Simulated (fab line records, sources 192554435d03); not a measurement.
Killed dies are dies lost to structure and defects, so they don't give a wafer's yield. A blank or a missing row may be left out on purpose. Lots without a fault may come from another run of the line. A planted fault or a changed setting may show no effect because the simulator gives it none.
Chamber matching | flow n5_finfet | N5_BEOL_M8_VIA_ETCH_34 on rie_diel-04: 4 sister chambers
The step etches SiCOH lowk in C4F6/O2, target depth 125.5 nm, time 50.5 s. 4 wafers are shown with their chamber, then 9 later ones without.

WAFERS WITH THEIR CHAMBER
wafer  | chamber | showerhead_plenum_p_Torr (Torr)
L079.4 | 1       | 2.90
L086.1 | 2       | 2.69
L089.2 | 3       | 3.01
L089.6 | 0       | 2.83

WAFERS WITHOUT THEIR CHAMBER
wafer  | showerhead_plenum_p_Torr (Torr)
L088.1 | 2.89
L088.3 | 3.01
L088.6 | 3.01
L093.1 | 3.03
L093.4 | 2.89
L093.6 | 3.01
L097.2 | 3.00
L097.3 | 2.88
L097.6 | 3.02

WHICH CHAMBER EACH WENT THROUGH
wafer  | from the rows above | in truth
L088.1 | 1                   | 1
L088.3 | 3                   | 3
L088.6 | 3                   | 3
L093.1 | 3                   | 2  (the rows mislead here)
L093.4 | 1                   | 1
L093.6 | 3                   | 3
L097.2 | 3                   | 3
L097.3 | 1                   | 1
L097.6 | 3                   | 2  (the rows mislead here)
Placed correctly: 7 of 9. Can't be placed from these rows: 0. Placed wrongly: 2.
How it was worked out, from the rows above alone: a wafer's distance from a chamber is the root of the sum, over the readings, of the square of ((its reading less the chamber's mean) divided by the reading's scatter). The wafer belongs to the nearest chamber; if the next one is less than 2 further off, it can't be placed. A chamber's mean is the mean of its shown wafers. The scatter: with one shown wafer a chamber, the root of the mean of the squares of how far each hidden wafer lies from its nearest shown one.
